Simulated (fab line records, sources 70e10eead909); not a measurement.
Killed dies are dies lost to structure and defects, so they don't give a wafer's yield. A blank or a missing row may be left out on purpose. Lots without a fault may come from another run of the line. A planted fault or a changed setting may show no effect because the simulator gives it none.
Which tool did it? | flow nand_harc | 24 lots, 72 wafers sampled, at 1 step of a route of 1302

WHAT THE GAUGES READ, wafer by wafer
NHARC_A_CHANNEL_HOLE_D1_CD_MEAS_30. Usual: cd_nm 90.2 nm, standard deviation 1.
lot  | measured     | on        | cd_nm (nm)     | flag
L074 | day 8 14:53  | cd_sem-01 | 90.9 89.4 90.0 |
L075 | day 9 00:38  | cd_sem-01 | 89.3 91.0 90.8 |
L076 | day 9 17:49  | cd_sem-01 | 93.1 92.0 90.9 |
L077 | day 10 01:28 | cd_sem-01 | 90.7 89.8 90.8 |
L078 | day 10 09:07 | cd_sem-02 | 91.5 91.3 91.1 |
L080 | day 11 04:04 | cd_sem-03 | 91.3 91.6 89.5 |
L079 | day 11 04:35 | cd_sem-03 | 91.0 91.1 90.4 |
L081 | day 11 23:10 | cd_sem-03 | 89.9 89.4 90.4 |
L082 | day 12 04:31 | cd_sem-02 | 91.2 90.2 89.8 |
L083 | day 12 11:56 | cd_sem-01 | 89.3 89.3 88.0 |
L084 | day 13 05:47 | cd_sem-02 | 89.9 89.6 89.6 |
L085 | day 13 06:59 | cd_sem-03 | 91.0 90.9 90.2 |
L086 | day 13 21:34 | cd_sem-02 | 88.6 89.8 90.0 |
L087 | day 13 23:13 | cd_sem-02 | 91.8 90.9 91.0 |
L088 | day 15 03:29 | cd_sem-03 | 89.4 90.2 90.4 |
L089 | day 15 04:09 | cd_sem-02 | 90.1 91.3 90.1 |
L091 | day 16 00:50 | cd_sem-03 | 90.4 89.6 91.0 |
L090 | day 16 01:41 | cd_sem-02 | 89.8 89.5 90.4 |
L092 | day 16 13:56 | cd_sem-02 | 90.7 91.5 90.6 |
L095 | day 17 11:06 | cd_sem-01 | 89.5 88.7 88.6 |
L094 | day 17 15:17 | cd_sem-02 | 88.7 89.5 90.1 |
L093 | day 17 18:47 | cd_sem-03 | 89.3 90.5 89.5 |
L096 | day 17 19:35 | cd_sem-03 | 89.7 90.2 90.3 |
L097 | day 18 08:20 | cd_sem-02 | 89.6 90.8 89.1 |

WHICH TOOL RAN EACH LOT (tool, then ch and the chambers of the sampled wafers, then the start)
The record holds no process step before these readings.

WHAT THE TOOLS THEMSELVES READ (means of the sampled wafers that have a number; where no wafer has one, the mark that the record gives instead)
The record holds no such reading with a usual standard deviation.

THE ANSWER, worked out from the rows above alone
Rule: a lot is off if the mean of its wafers that have a number lies more than 3 standard deviations from the usual mean. A lot without any number at a reading at which 4 lots or more have one is off too. The other lots that the step has rows for count as sound. The gauges are gone through in route order, then the tools' own readings, and for those a lot's mean is taken as printed above. The first step at which some lot is off is used, and at that step the reading that is off furthest; a lot without a number counts as furthest.
No lot is off at any reading shown: from this, nothing can be told.

WHAT THE SIMULATOR HAD PUT IN
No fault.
